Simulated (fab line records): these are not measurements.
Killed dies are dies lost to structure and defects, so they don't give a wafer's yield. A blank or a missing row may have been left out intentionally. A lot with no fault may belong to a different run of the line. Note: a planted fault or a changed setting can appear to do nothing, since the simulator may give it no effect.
Which tool did it? -- flow nandHarc -- 6 lots with 18 wafers sampled at 5 steps, on a route of 1159 steps

## WHAT THE GAUGES READ, wafer by wafer
NHARC_END_SORT_01.
lot,measured,on,killedAtArray
L264,day 22 05:56,prober-02,15 15 15
L265,day 21 13:38,prober-01,37 25 30

## WHICH TOOL RAN EACH LOT (tool, then ch and the chambers of the sampled wafers, then the start)
lot,NHARC_A_STAIRCASE_HM_DEP_462,NHARC_A_STAIRCASE_ETCH_453,NHARC_A_STAIRCASE_ETCH_315,NHARC_A_STAIRCASE_DEP_325
L258,"aclDep-02 ch 0, day 11 21:10","rieDiel-03 ch 2,3, day 13 01:39 or earlier","rieDiel-03 ch 0,1,2, day 13 01:39 or earlier","pecvd-03 ch 0,1,2, day 13 01:39"
L261,"aclDep-01 ch 0, day 12 17:31","rieDiel-03 ch 1,2,3, day 14 06:23 or earlier","rieDiel-03 ch 0,1,3, day 14 06:23 or earlier","pecvd-03 ch 0,2, day 14 06:23"
L264,"aclDep-01 ch 0, day 14 02:59","rieDiel-12 ch 1,2,3, day 15 17:24 or earlier","rieDiel-12 ch 1,3, day 15 17:24 or earlier","pecvd-03 ch 0,1,2, day 15 17:24"
L265,"aclDep-01 ch 0, day 14 06:24","rieDiel-12 ch 1,2, day 15 17:01 or earlier","rieDiel-12 ch 2,3, day 15 17:01 or earlier","pecvd-01 ch 0,1,2, day 15 17:01"
L272,"aclDep-01 ch 0, day 15 18:52","rieDiel-08 ch 2,3, day 17 07:57 or earlier","rieDiel-08 ch 0,2, day 17 07:57 or earlier","pecvd-03 ch 0,1, day 17 07:57"
L278,"aclDep-02 ch 0, day 17 15:47","rieDiel-12 ch 2,3, day 19 03:26 or earlier","rieDiel-12 ch 1,2,3, day 19 03:26 or earlier","pecvd-01 ch 0,2, day 19 03:26"
- NHARC_A_STAIRCASE_HM_DEP_462: deposits aC, target thk 800 nm.
- NHARC_A_STAIRCASE_ETCH_453: etches the open film in CF4/O2, target depth 30 nm, overetch 3 nm, time 16.5 s.
- NHARC_A_STAIRCASE_ETCH_315: etches the open film in C4F8/O2/Ar, target depth 2500 nm, time 607.1 s.
- NHARC_A_STAIRCASE_DEP_325: deposits SiO2, target thk 3800 nm.

## THE ANSWER, worked out from the rows above alone
Rule: what is usual is taken from the lots themselves. The widest of any qualifying gaps counts: lots, ordered by their means at a reading, are off when they make up no more than a third of the lots, leave a main group of 4 or more, and stand apart from it by 3 or more times the standard deviation of that group's means. If all means in a main group match to the digits the tables above print for the reading, that group is not used. A lot without any number at a reading at which 4 lots or more have one is off too. Where the step has rows for the other lots, those lots are counted as sound.
None of the lots is off at any reading shown; this tells nothing.

## WHAT THE SIMULATOR HAD PUT IN
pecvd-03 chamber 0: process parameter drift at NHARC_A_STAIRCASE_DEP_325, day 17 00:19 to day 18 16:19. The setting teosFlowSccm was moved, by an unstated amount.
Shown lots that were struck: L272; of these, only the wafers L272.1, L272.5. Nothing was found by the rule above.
